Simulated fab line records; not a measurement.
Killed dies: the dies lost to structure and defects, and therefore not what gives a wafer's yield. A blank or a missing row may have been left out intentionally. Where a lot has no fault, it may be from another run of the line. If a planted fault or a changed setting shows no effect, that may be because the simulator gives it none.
The tool behind it: which one? :: flow n5_finfet :: 24 lots, 72 wafers sampled, at 2 steps of a route of 1938

WHAT THE GAUGES SHOWED, per wafer
N5_BEOL_M9_INSPECT_58: inspects for defects (darkfield). Usual: 80 for raw_defect_count, sd 27.
lot: L074
measured: day 10 12:12
on: defect_inspect-02
raw_defect_count: 52 38 60
flag: 

lot: L075
measured: day 10 12:56
on: defect_inspect-02
raw_defect_count: 62 70 56
flag: 

lot: L078
measured: day 12 14:24
on: defect_inspect-02
raw_defect_count: 78 72 68
flag: 

lot: L077
measured: day 12 14:28
on: defect_inspect-02
raw_defect_count: 58 97 71
flag: 

lot: L076
measured: day 13 00:43
on: defect_inspect-01
raw_defect_count: 101 64 78
flag: 

lot: L083
measured: day 13 02:08
on: defect_inspect-02
raw_defect_count: 58 46 71
flag: 

lot: L080
measured: day 13 11:47
on: defect_inspect-02
raw_defect_count: 52 104 65
flag: 

lot: L081
measured: day 13 12:20
on: defect_inspect-02
raw_defect_count: 134 84 72
flag: 

lot: L079
measured: day 13 20:47
on: defect_inspect-01
raw_defect_count: 117 105 92
flag: 

lot: L082
measured: day 13 21:05
on: defect_inspect-02
raw_defect_count: 58 50 49
flag: 

lot: L084
measured: day 14 08:36
on: defect_inspect-01
raw_defect_count: 83 29 39
flag: 

lot: L086
measured: day 14 14:32
on: defect_inspect-01
raw_defect_count: 90 60 64
flag: 

lot: L085
measured: day 14 16:02
on: defect_inspect-01
raw_defect_count: 117 70 113
flag: 

lot: L088
measured: day 14 21:13
on: defect_inspect-01
raw_defect_count: 109 128 146
flag: 

lot: L087
measured: day 15 00:19
on: defect_inspect-02
raw_defect_count: 104 104 102
flag: 

lot: L091
measured: day 15 10:01
on: defect_inspect-02
raw_defect_count: 103 109 94
flag: 

lot: L089
measured: day 15 22:07
on: defect_inspect-01
raw_defect_count: 56 57 47
flag: 

lot: L093
measured: day 16 04:35
on: defect_inspect-02
raw_defect_count: 39 56 42
flag: 

lot: L090
measured: day 16 07:41
on: defect_inspect-01
raw_defect_count: 107 75 111
flag: 

lot: L094
measured: day 16 14:53
on: defect_inspect-02
raw_defect_count: 125 96 96
flag: 

lot: L092
measured: day 16 16:58
on: defect_inspect-02
raw_defect_count: 74 56 72
flag: 

lot: L095
measured: day 16 20:22
on: defect_inspect-02
raw_defect_count: 86 96 111
flag: 

lot: L096
measured: day 17 09:02
on: defect_inspect-01
raw_defect_count: 87 23 69
flag: 

lot: L097
measured: day 17 14:54
on: defect_inspect-02
raw_defect_count: 113 72 103
flag: 

N5_BEOL_M10_INSPECT_13: inspects for defects (brightfield). Usual: 461 for raw_defect_count, sd 95.
lot: L074
measured: day 10 15:37
on: defect_inspect-02
raw_defect_count: 460 361 407
flag: 

lot: L075
measured: day 10 15:49
on: defect_inspect-01
raw_defect_count: 407 386 445
flag: 

lot: L078
measured: day 12 16:28
on: defect_inspect-01
raw_defect_count: 424 397 386
flag: 

lot: L077
measured: day 12 16:46
on: defect_inspect-02
raw_defect_count: 379 417 340
flag: 

lot: L076
measured: day 13 05:50
on: defect_inspect-01
raw_defect_count: 616 362 507
flag: 

lot: L083
measured: day 13 06:49
on: defect_inspect-02
raw_defect_count: 515 495 475
flag: 

lot: L080
measured: day 13 13:14
on: defect_inspect-01
raw_defect_count: 406 635 406
flag: 

lot: L081
measured: day 13 13:31
on: defect_inspect-02
raw_defect_count: 565 429 366
flag: 

lot: L079
measured: day 13 23:41
on: defect_inspect-02
raw_defect_count: 464 493 501
flag: 

lot: L082
measured: day 13 23:47
on: defect_inspect-01
raw_defect_count: 457 669 602
flag: 

lot: L084
measured: day 14 10:43
on: defect_inspect-02
raw_defect_count: 393 379 340
flag: 

lot: L086
measured: day 14 17:17
on: defect_inspect-02
raw_defect_count: 521 375 370
flag: 

lot: L085
measured: day 14 18:29
on: defect_inspect-01
raw_defect_count: 614 345 544
flag: 

lot: L088
measured: day 15 00:50
on: defect_inspect-02
raw_defect_count: 456 487 661
flag: 

lot: L087
measured: day 15 03:50
on: defect_inspect-02
raw_defect_count: 493 603 451
flag: 

lot: L091
measured: day 15 12:01
on: defect_inspect-02
raw_defect_count: 467 364 482
flag: 

lot: L089
measured: day 16 01:55
on: defect_inspect-01
raw_defect_count: 513 663 367
flag: 

lot: L093
measured: day 16 06:17
on: defect_inspect-02
raw_defect_count: 278 314 296
flag: 

lot: L090
measured: day 16 10:09
on: defect_inspect-01
raw_defect_count: 650 445 650
flag: 

lot: L094
measured: day 16 16:50
on: defect_inspect-02
raw_defect_count: 583 317 389
flag: 

lot: L092
measured: day 16 18:55
on: defect_inspect-02
raw_defect_count: 395 398 513
flag: 

lot: L095
measured: day 16 22:01
on: defect_inspect-01
raw_defect_count: 605 490 441
flag: 

lot: L096
measured: day 17 12:48
on: defect_inspect-02
raw_defect_count: 560 414 459
flag: 

lot: L097
measured: day 17 18:28
on: defect_inspect-01
raw_defect_count: 411 355 470
flag: 

EACH LOT AND THE TOOL THAT RAN IT (in order: tool; ch and the chambers of the sampled wafers; start)
There is no process step in the record ahead of these readings.

AS READ BY THE TOOLS THEMSELVES (means over the sampled wafers that have a number; for cases with no such wafer, the mark the record gives instead)
The record holds no such reading with a usual standard deviation.

THE ANSWER, worked out from the rows above alone
Rule: a lot counts as off when the mean over its wafers that have a number is more than 3 standard deviations away from the usual mean. Also off: a lot with no number at a reading for which 4 or more lots have one. All remaining lots with rows at the step are treated as sound. Order of review: gauges by route order, followed by the tools' own readings, for which a lot's mean as printed above is used. The first step at which some lot is off is used, and at that step the reading that is off furthest; a lot without a number counts as furthest.
Nothing can be told from this: no lot is off at any reading shown.

WHAT HAD BEEN PUT IN BY THE SIMULATOR
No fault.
